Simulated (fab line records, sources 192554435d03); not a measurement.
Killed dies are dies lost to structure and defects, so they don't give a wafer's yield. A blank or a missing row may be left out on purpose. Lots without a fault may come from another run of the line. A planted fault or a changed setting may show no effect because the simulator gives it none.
fab line records | flow n5_finfet
record lots=9 wafers=27 last_day=17
route steps=1938 shown BEOL_M15@1807 PASSIVATION@1936
lots that met no fault: from a run of the same line without faults
start_h: hours from the record's first day to the start of the lot's first wafer shown | wait_h: hours since the lot's step before | " the same as in the row above | L1.1+2: a row that stands for several wafers | - no value, or no start given | * or withheld: withheld | < > ~ a bound
route shown NAME@n: a module of which the file shows steps, and the number in the route of the first | usual: mean/standard deviation of fault-free wafers | same: alike in all rows | chamber/n: place in a boat | sites: the reading at each site | _std_site: their standard deviation | _edge_site: outer sites' mean less inner sites' | radius_mm: how far each site lies from the wafer's centre | mask NAME#n: copy n | behind: the tool/chamber that last shaped the wafer | hold: why the lot was held/for how many hours/how that ended | device: the transistor (n, p or np) that didn't switch | end of line: the same wafers' tests at the end of the route | a step without rows: its recipe alone | killed: dies lost to structure and defects at the first sort, not the wafer's yield | map: a wafer's dies, x killed, . not, _ none there
set.NAME: the setting as run; set.NAME@STEP: as run at that earlier step | model.NAME: the simulator's own value behind a step, which no gauge read
steps of the route over a sample of lots; a table a step, a row a wafer
services: from which hour (start_h, from the record's first day; less than 0 if before it) a tool's chamber was out of use, for how many hours, and why
## steps
# step N5_BEOL_M15_DESCUM_33
# recipe chemistry=O2 time_s=7.9 source_power_w=50 bias_power_w=20 pressure_mtorr=20 rf_frequency_hz=2.712e+07 temp_c=40 o2_flow_sccm=225
# usual drypump_motor_current_A=5.6/0.44 oes_product_au=0.82/0.086 rf_vpp_V=242.7/1.4 showerhead_plenum_p_Torr=2.06/0.076 temp_c=39.99/0.12 throttle_valve_pct=20.19/0.21
# columns lot.wafer tool chamber start_h wait_h drypump_motor_current_A oes_product_au rf_hours_counter_h rf_vpp_V showerhead_plenum_p_Torr temp_c throttle_valve_pct
L877.3 rie_diel-01 1 239.27 0.0 5.7 0.82 92 241.9 2.02 40.03 20.12
L877.4 " 3 " " 5.6 0.74 - 242.7 2.17 40.07 20.19
L877.6 " 2 " " 5.2 0.76 - 241.3 2.02 39.86 20.37
L881.3 rie_diel-03 1 268.46 0.1 6.3 0.90 16 244.2 2.14 39.98 20.53
L881.5 " 2 " " 5.0 0.87 - 242.9 2.11 39.97 20.00
L881.6 " 1 " " 6.2 0.91 - 242.1 2.14 40.01 20.54
L883.3 rie_diel-01 3 288.24 0.2 5.6 0.72 188 245.0 2.16 40.04 20.22
L883.4 " 1 " " 5.8 0.82 109 241.6 2.02 39.98 20.16
L883.5 " 1 " " 5.8 0.81 - 241.8 2.02 40.03 20.12
L890.2 rie_diel-01 1 347.00 0.1 5.7 0.80 125 241.1 2.01 39.89 20.14
L890.5 " 3 " " 5.6 0.73 - 243.8 2.15 40.20 20.25
L890.6 " 0 " " 5.0 0.85 - 242.5 2.05 39.93 20.11
L892.2 rie_diel-04 1 355.52 0.2 5.7 0.72 196 239.9 1.91 39.93 20.32
L892.4 " 0 " " 5.8 0.90 - 241.7 2.04 40.08 20.33
L892.5 " 2 " " 6.2 0.81 - 243.0 2.11 40.04 20.00
L895.1 rie_diel-04 3 372.68 0.6 5.2 0.97 3 246.9 2.23 40.15 19.95
L895.2 " 1 " " 5.7 0.70 201 239.9 1.91 39.95 20.31
L895.6 " 2 " " 6.2 0.80 - 244.1 2.10 40.13 20.01
L896.1 rie_diel-04 0 373.28 0.6 5.7 0.88 35 244.2 2.03 40.07 20.34
L896.4 " 3 " " 5.2 0.98 4 244.8 2.23 40.14 19.95
L896.5 " 1 " " 5.7 0.71 - 239.3 1.91 39.84 20.32
L894.4 rie_diel-01 3 373.99 1.0 5.6 0.71 213 243.8 2.15 39.80 20.26
L894.5 " 0 " " 4.9 0.84 - 241.0 2.04 40.05 20.11
L894.6 " 3 " " 5.6 0.70 - 245.2 2.15 40.03 20.26
L898.3 rie_diel-04 1 386.36 0.3 5.7 0.70 205 240.8 1.91 39.77 20.34
L898.4 " 0 " " 5.7 0.88 38 240.8 2.03 39.79 20.33
L898.6 " 3 " " 5.2 0.95 - 244.1 2.23 39.93 19.95
# step N5_BEOL_M15_TRENCH_ETCH_34
# recipe chemistry=C4F8/O2/Ar target=SiO2 target_depth_a=8729.3 he_inner_torr=15 he_outer_torr=30 time_s=199 ion_energy_ev=800 pressure_mtorr=20 source_w=1905 bias_w=2040 Ar_flow_sccm=400 C4F8_flow_sccm=16 O2_flow_sccm=12
# usual C4F8_flow_sccm=16.00/0.045 bias_w=2040/6.1 drypump_motor_current_A=5.6/0.44 oes_product_au=0.82/0.087 rf_vpp_V=2219/41 showerhead_plenum_p_Torr=3.40/0.12 throttle_valve_pct=30.71/0.22
# columns lot.wafer tool chamber start_h wait_h C4F8_flow_sccm bias_w drypump_motor_current_A oes_product_au rf_hours_counter_h rf_vpp_V showerhead_plenum_p_Torr throttle_valve_pct
L877.3 rie_diel-01 1 239.36 0.0 15.98 2038 5.8 0.84 92 2171 3.36 30.73
L877.4 " 3 " " 15.99 2045 5.6 0.74 - 2262 3.58 30.77
L877.6 " 2 " " 16.02 2032 5.2 0.76 - 2237 3.31 30.70
L881.3 rie_diel-03 1 268.55 0.0 15.93 2036 6.3 0.90 16 2252 3.51 31.18
L881.5 " 2 " " 15.95 2043 5.0 0.88 - 2296 3.47 30.41
L881.6 " 1 " " 15.94 2035 6.3 0.91 - 2252 3.51 31.20
L883.3 rie_diel-01 3 288.32 0.0 16.04 2038 5.6 0.74 188 2263 3.57 30.76
L883.4 " 1 " " 16.02 2046 5.8 0.81 110 2169 3.35 30.73
L883.5 " 1 " " 15.97 2042 5.8 0.81 - 2169 3.35 30.75
L890.2 rie_diel-01 1 347.08 0.0 15.98 2041 5.8 0.78 125 2167 3.34 30.74
L890.5 " 3 " " 15.99 2425 5.6 0.74 - 2547 3.56 30.82
L890.6 " 0 " " 16.02 2045 5.0 0.84 - 2192 3.38 30.68
L892.2 rie_diel-04 1 355.61 0.0 15.99 2029 5.7 0.71 196 2178 3.15 30.64
L892.4 " 0 " " 16.08 2032 5.8 0.90 - 2216 3.34 30.77
L892.5 " 2 " " 15.99 2043 6.2 0.81 - 2236 3.49 30.68
L895.1 rie_diel-04 3 372.77 0.0 15.98 2034 5.2 0.99 3 2218 3.66 30.53
L895.2 " 1 " " 16.05 2040 5.7 0.70 201 2178 3.15 30.62
L895.6 " 2 " " 15.95 2042 6.2 0.80 - 2235 3.48 30.68
L896.1 rie_diel-04 0 373.37 0.0 15.96 2042 5.8 0.89 35 2217 3.34 30.80
L896.4 " 3 " " 16.01 2043 5.1 0.99 4 2218 3.66 30.54
L896.5 " 1 " " 16.04 2040 5.7 0.71 - 2178 3.15 30.65
L894.4 rie_diel-01 3 374.08 0.0 16.08 2415 5.6 0.73 213 2547 3.55 30.83
L894.5 " 0 " " 16.00 2036 4.9 0.84 - 2193 3.38 30.67
L894.6 " 3 " " 16.07 2422 5.6 0.73 - 2545 3.55 30.82
L898.3 rie_diel-04 1 386.45 0.0 15.99 2044 5.7 0.70 205 2178 3.14 30.64
L898.4 " 0 " " 15.96 2039 5.8 0.88 38 2215 3.34 30.78
L898.6 " 3 " " 16.04 2049 5.2 0.96 - 2218 3.66 30.54
# step N5_BEOL_M15_STRIP_36
# recipe chemistry=O2 power_w=600 temp_c=60 pressure_mtorr=30 rf_frequency_hz=6e+07 bias_power_w=0 overash_fraction=0.3 o2_flow_sccm=225
# usual drypump_motor_current_A=5.6/0.42 oes_product_au=0.82/0.084 rf_vpp_V=3.7/0.99 showerhead_plenum_p_Torr=2.06/0.076 temp_c=60.00/0.11 throttle_valve_pct=16.47/0.19
# columns lot.wafer tool chamber start_h wait_h drypump_motor_current_A oes_product_au rf_hours_counter_h rf_vpp_V showerhead_plenum_p_Torr temp_c throttle_valve_pct
L877.3 rie_diel-01 1 241.07 1.5 5.8 0.84 93 2.4 2.03 60.00 16.40
L877.4 " 3 " " 5.6 0.74 - 3.7 2.17 59.88 16.49
L877.6 " 2 " " 5.2 0.76 - 3.2 2.02 59.99 16.66
L881.3 rie_diel-01 2 269.64 0.9 5.2 0.76 163 3.6 2.02 60.12 16.64
L881.5 " 3 " " 5.6 0.73 - 3.8 2.17 59.97 16.50
L881.6 " 2 " " 5.2 0.75 - 2.1 2.02 60.00 16.68
L883.3 rie_diel-03 1 288.55 0.0 6.3 0.89 22 3.7 2.14 59.90 16.71
L883.4 " 0 " " 6.0 0.97 9 4.1 2.03 60.01 16.03
L883.5 " 0 " " 6.0 0.96 - 2.3 2.04 59.97 16.04
L890.2 rie_diel-01 2 348.32 1.1 5.2 0.73 188 4.7 2.01 60.01 16.71
L890.5 " 1 " " 5.8 0.78 - 3.2 2.02 60.16 16.44
L890.6 " 0 " " 4.9 0.87 - 4.3 2.05 59.81 16.37
L892.2 rie_diel-04 1 357.46 1.7 5.7 0.70 197 2.1 1.91 60.03 16.57
L892.4 " 1 " " 5.6 0.73 - 2.8 1.91 60.00 16.56
L892.5 " 2 " " 6.2 0.82 - 3.2 2.11 60.01 16.26
L895.1 rie_diel-03 3 373.51 0.6 5.7 0.90 28 3.5 2.05 60.06 16.49
L895.2 " 0 " " 6.0 0.91 35 4.4 2.03 60.13 16.07
L895.6 " 1 " " 6.3 0.86 - 5.7 2.13 60.07 16.77
L896.1 rie_diel-01 2 373.75 0.2 5.2 0.73 195 4.3 2.01 60.01 16.74
L896.4 " 1 " " 5.8 0.77 133 4.3 2.01 59.83 16.47
L896.5 " 0 " " 5.0 0.83 - 2.4 2.05 60.06 16.40
L894.4 rie_diel-01 2 374.32 0.0 5.2 0.72 195 4.1 2.01 60.06 16.72
L894.5 " 0 " " 4.9 0.84 - 4.2 2.05 59.97 16.41
L894.6 " 3 " " 5.6 0.70 - 3.5 2.15 59.98 16.57
L898.3 rie_diel-04 2 388.42 1.8 6.2 0.80 114 3.7 2.11 60.15 16.29
L898.4 " 3 " " 5.2 0.95 8 3.5 2.23 60.26 16.17
L898.6 " 0 " " 5.8 0.88 - 3.7 2.04 60.11 16.56
# step N5_BEOL_M15_STRIP_37
# recipe chemistry=O2 power_w=600 temp_c=60 pressure_mtorr=30 rf_frequency_hz=6e+07 bias_power_w=0 overash_fraction=0.3 o2_flow_sccm=225
# usual drypump_motor_current_A=5.6/0.42 oes_product_au=0.82/0.084 rf_vpp_V=3.7/0.63 showerhead_plenum_p_Torr=2.06/0.076 temp_c=60.00/0.12 throttle_valve_pct=16.47/0.18
# columns lot.wafer tool chamber start_h wait_h drypump_motor_current_A oes_product_au rf_hours_counter_h rf_vpp_V showerhead_plenum_p_Torr temp_c throttle_valve_pct
L877.3 rie_diel-01 1 - - 5.8 0.82 93 3.6 2.03 59.87 16.39
L877.4 " 3 " " 5.6 0.74 - 2.9 2.17 59.85 16.51
L877.6 " 2 " " 5.2 0.75 - 3.8 2.02 59.77 16.66
L881.3 rie_diel-01 2 - - 5.2 0.75 163 3.5 2.02 60.11 16.66
L881.5 " 3 " " 5.6 0.74 - 3.9 2.17 60.14 16.51
L881.6 " 2 " " 5.2 0.75 - 3.1 2.02 60.07 16.64
L883.3 rie_diel-03 1 - - 6.3 0.90 22 4.9 2.14 60.11 16.71
L883.4 " 0 " " 6.0 0.97 9 4.0 2.04 59.96 16.06
L883.5 " 0 " " 6.0 0.97 - 4.2 2.04 60.02 16.06
L890.2 rie_diel-01 2 - - 5.2 0.73 188 2.5 2.01 60.00 16.72
L890.5 " 1 " " 5.8 0.81 - 3.5 2.02 60.14 16.45
L890.6 " 0 " " 4.9 0.85 - 5.0 2.05 59.76 16.38
L892.2 rie_diel-04 1 - - 5.8 0.71 197 3.4 1.91 60.05 16.60
L892.4 " 1 " " 5.7 0.72 - 4.4 1.91 59.97 16.58
L892.5 " 2 " " 6.2 0.81 - 3.7 2.11 59.97 16.30
L895.1 rie_diel-03 3 - - 5.7 0.88 28 4.4 2.05 60.13 16.50
L895.2 " 0 " " 6.0 0.90 35 3.6 2.03 59.92 16.11
L895.6 " 1 " " 6.3 0.84 - 3.7 2.13 60.02 16.73
L896.1 rie_diel-01 2 - - 5.2 0.72 195 3.1 2.01 60.01 16.72
L896.4 " 1 " " 5.8 0.78 133 3.4 2.01 59.94 16.44
L896.5 " 0 " " 4.9 0.85 - 4.7 2.05 60.02 16.37
L894.4 rie_diel-01 2 - - 5.2 0.73 195 3.4 2.01 60.13 16.74
L894.5 " 0 " " 5.0 0.85 - 3.5 2.05 60.10 16.39
L894.6 " 3 " " 5.5 0.72 - 3.6 2.16 60.01 16.59
L898.3 rie_diel-04 2 - - 6.2 0.80 114 4.2 2.11 60.00 16.30
L898.4 " 3 " " 5.2 0.95 8 3.3 2.23 60.12 16.22
L898.6 " 0 " " 5.8 0.87 - 3.4 2.04 60.07 16.56
# step N5_PASSIVATION_PROBE_49
# usual defect_limited_yield=91.2/1.6 killed_at_M0_to_M3=34/11 killed_at_M4_up=14/5.7 killed_at_contacts=14/6.6 killed_at_front_end=37/10 killed_at_other=4/3.2 killed_dies=104/19 killed_on_rim=14/4.1 killed_open=69/13 killed_short=33/8.7 sort_bin_5_function=5.1/1 sort_bin_6_memory=3.3/0.76 sort_bin_8_speed=0.00/0.016 sort_n_pass=1076/19 sort_yield_pct=91.2/1.6
# same gross_dies=1180 killed_at_back_side=0 sort_bin_4_leakage[%]=0
# columns lot.wafer tool chamber start_h wait_h defect_limited_yield[%] killed_at_M0_to_M3 killed_at_M4_up killed_at_contacts killed_at_front_end killed_at_other killed_dies killed_on_rim killed_open killed_short sort_bin_5_function[%] sort_bin_6_memory[%] sort_bin_8_speed[%] sort_n_pass sort_yield_pct[%]
L877.3 prober-02 - 256.47 0.1 89.7 47 11 29 32 2 121 24 78 38 6.3 3.6 0 1059 89.7
L877.4 prober-02 - 256.52 0.2 91.9 34 20 14 25 3 96 12 69 25 4.7 3.1 0 1084 91.9
L877.6 prober-02 - 256.62 0.3 90.5 44 10 18 37 3 112 15 66 42 6.2 2.6 0.08 1068 90.5
L883.3 prober-02 - 305.10 0.1 92.7 37 4 4 37 4 86 15 57 29 5.1 2.0 0 1094 92.7
L883.4 prober-02 - 305.15 0.2 92.0 47 12 6 26 3 94 12 69 25 4.7 2.6 0 1086 92.0
L883.5 prober-02 - 305.20 0.2 90.8 36 14 17 34 8 109 17 84 25 4.8 4.2 0 1071 90.8
L890.2 prober-02 - 366.74 0.1 89.3 61 19 7 35 4 126 11 75 51 6.3 3.9 0 1054 89.3
L890.5 prober-02 - 366.89 0.2 88.8 52 19 14 44 3 132 15 84 48 5.9 5.1 0 1048 88.8
L890.6 prober-02 - 366.94 0.3 90.6 39 25 9 35 3 111 16 72 39 5.4 3.3 0 1069 90.6
L892.2 prober-02 - 373.98 0.1 93.0 20 7 13 42 1 83 14 50 33 3.8 3.1 0 1097 93.0
L892.4 prober-02 - 374.08 0.2 89.5 49 16 11 48 0 124 21 84 37 5.9 3.7 0 1056 89.5
L892.5 prober-02 - 374.13 0.2 90.6 36 13 8 50 4 111 9 79 31 6.3 2.9 0 1069 90.6
L896.4 prober-02 - 390.85 0.2 91.2 20 24 25 28 7 104 18 75 27 5.3 2.9 0 1076 91.2
# killed by level:class
L877.3 MOL_CONTACT_COAG:geometric_particle:open=18 BEOL_M0_SAQP:geometric_particle:short=13 MOL_CONTACT_COAG:geometric_particle:short=11 BEOL_M0_SAQP:geometric_particle:open=10 BEOL_M3:geometric_particle:open=8 FIN_SAQP:geometric_particle:open=7 BEOL_M4:geometric_particle:open=7 BEOL_M2:geometric_particle:open=6
L877.4 MOL_CONTACT_COAG:geometric_particle:open=13 BEOL_M4:geometric_particle:open=9 BEOL_M0_SAQP:geometric_particle:open=8 BEOL_M2:geometric_particle:open=6 BEOL_M3:geometric_particle:open=6 BEOL_M0_SAQP:geometric_particle:short=5 SPACER0:geometric_particle:open=4 GATE_CUT:geometric_particle:short=4
L877.6 BEOL_M0_SAQP:geometric_particle:open=13 MOL_CONTACT_COAG:geometric_particle:open=12 BEOL_M0_SAQP:geometric_particle:short=11 FIN_SAQP:geometric_particle:open=7 MOL_CONTACT_COAG:geometric_particle:short=6 BEOL_M4:geometric_particle:open=6 BEOL_M3:geometric_particle:open=5 BEOL_M2:geometric_particle:open=5
L883.3 BEOL_M2:geometric_particle:open=10 STI_FIN_REVEAL:geometric_particle:open=7 DUMMY_GATE:geometric_particle:open=7 BEOL_M0_SAQP:geometric_particle:short=7 BEOL_M1:geometric_particle:open=6 GATE_CUT:geometric_particle:short=5 BEOL_M3:geometric_particle:open=5 BEOL_M0_SAQP:geometric_particle:open=4
L883.4 BEOL_M3:geometric_particle:open=11 BEOL_M1:geometric_particle:open=10 BEOL_M0_SAQP:geometric_particle:open=8 BEOL_M2:geometric_particle:open=7 GATE_CUT:geometric_particle:short=5 MOL_CONTACT_COAG:geometric_particle:open=5 BEOL_M0_SAQP:geometric_particle:short=5 DUMMY_GATE:geometric_particle:open=4
L883.5 STI_FIN_REVEAL:geometric_particle:open=15 MOL_CONTACT_COAG:geometric_particle:open=14 BEOL_M0_SAQP:geometric_particle:open=12 BEOL_M1:geometric_particle:open=6 PAD_METAL:geometric_particle:open=6 DUMMY_GATE:geometric_particle:open=5 BEOL_M0_SAQP:geometric_particle:short=5 BEOL_M2:geometric_particle:open=5
L890.2 BEOL_M0_SAQP:geometric_particle:short=18 BEOL_M0_SAQP:geometric_particle:open=13 BEOL_M1:geometric_particle:open=11 BEOL_M1:geometric_particle:short=10 STI_FIN_REVEAL:geometric_particle:open=9 BEOL_M4:geometric_particle:open=8 MOL_CONTACT_COAG:geometric_particle:open=6 FIN_SAQP:geometric_particle:open=5
L890.5 BEOL_M4:geometric_particle:open=16 BEOL_M0_SAQP:geometric_particle:open=14 GATE_CUT:geometric_particle:open=13 BEOL_M0_SAQP:geometric_particle:short=12 MOL_CONTACT_COAG:geometric_particle:open=11 GATE_CUT:geometric_particle:short=10 BEOL_M1:geometric_particle:short=9 BEOL_M1:geometric_particle:open=6
L890.6 STI_FIN_REVEAL:geometric_particle:open=10 MOL_CONTACT_COAG:geometric_particle:open=9 BEOL_M0_SAQP:geometric_particle:short=7 BEOL_M3:geometric_particle:open=7 BEOL_M4:geometric_particle:open=7 BEOL_M0_SAQP:geometric_particle:open=6 BEOL_M1:geometric_particle:open=6 BEOL_M1:geometric_particle:short=6
L892.2 DUMMY_GATE:geometric_particle:open=10 MOL_CONTACT_COAG:geometric_particle:open=10 FIN_SAQP:geometric_particle:short=8 FIN_SAQP:geometric_particle:open=6 BEOL_M2:geometric_particle:open=6 BEOL_M0_SAQP:geometric_particle:short=5 GATE_CUT:geometric_particle:short=4 BEOL_M0_SAQP:geometric_particle:open=4
L892.4 FIN_SAQP:geometric_particle:open=18 BEOL_M1:geometric_particle:open=12 BEOL_M0_SAQP:geometric_particle:open=10 BEOL_M0_SAQP:geometric_particle:short=9 MOL_CONTACT_COAG:geometric_particle:open=8 BEOL_M0:geometric_particle:open=6 STI_FIN_REVEAL:geometric_particle:open=6 GATE_CUT:geometric_particle:short=5
L892.5 FIN_SAQP:geometric_particle:open=10 STI_FIN_REVEAL:geometric_particle:open=10 FIN_SAQP:geometric_particle:short=8 BEOL_M0_SAQP:geometric_particle:open=7 BEOL_M0:geometric_particle:open=7 DUMMY_GATE:geometric_particle:open=6 MOL_CONTACT_COAG:geometric_particle:open=6 BEOL_M0_SAQP:geometric_particle:short=6
L896.4 MOL_CONTACT_COAG:geometric_particle:open=18 BEOL_M4:geometric_particle:open=15 BEOL_M1:geometric_particle:open=9 GATE_CUT:geometric_particle:short=7 MOL_CONTACT_COAG:geometric_particle:short=7 STI_FIN_REVEAL:geometric_particle:open=6 FIN_SAQP:geometric_particle:open=4 BEOL_M2:geometric_particle:open=4
## services
# columns tool chamber start_h hours kind
rie_diel-01 1 218.33 2.2 repair
rie_diel-03 0 234.11 - clean
rie_diel-03 0 234.11 - consumable_replace:focus_ring
rie_diel-03 0 234.11 26.9 scheduled_down
rie_diel-03 0 234.11 26.9 vent_cycle
rie_diel-04 0 235.68 - clean
rie_diel-04 0 235.68 - consumable_replace:focus_ring
rie_diel-04 0 235.68 26.3 scheduled_down
rie_diel-04 0 235.68 26.3 vent_cycle
rie_diel-04 - 237.68 2.8 pm
rie_diel-01 0 254.85 1.3 repair
rie_diel-03 3 261.00 - clean
rie_diel-03 3 261.00 - consumable_replace:focus_ring
rie_diel-03 3 261.00 17.3 scheduled_down
rie_diel-01 0 269.55 3.6 repair
rie_diel-04 - 288.48 2.1 repair
rie_diel-01 1 305.80 8.6 repair
rie_diel-03 1 336.61 1.6 repair
rie_diel-04 3 336.67 - clean
rie_diel-04 3 336.67 - consumable_replace:focus_ring
rie_diel-04 3 336.67 - consumable_replace:showerhead
rie_diel-04 3 336.67 23.6 scheduled_down
rie_diel-04 3 336.67 23.6 vent_cycle
rie_diel-03 2 383.66 6.4 repair
## key
first_sign step=N5_BEOL_M15_TRENCH_ETCH_34 reading=bias_w direction=up sigmas=62 usual=* struck=*
effect step=N5_BEOL_M15_TRENCH_ETCH_34 reading=rf_vpp_V direction=up sigmas=8.1 usual=2219 struck=2546
met_at N5_BEOL_M15_TRENCH_ETCH_34
struck_lots L890,L894
struck_wafers L890.5,L894.4,L894.6
not_acting_at N5_BEOL_M15_DESCUM_33,N5_BEOL_M15_STRIP_36,N5_BEOL_M15_STRIP_37
onset_between 288.32 347.08
fault kind=process_parameter_drift tool=rie_diel-01 chamber=3 onset_h=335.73 steps=N5_BEOL_M15_TRENCH_ETCH_34 channel=bias_w offset=* shape=step end_h=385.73 acts_in=* stated=*
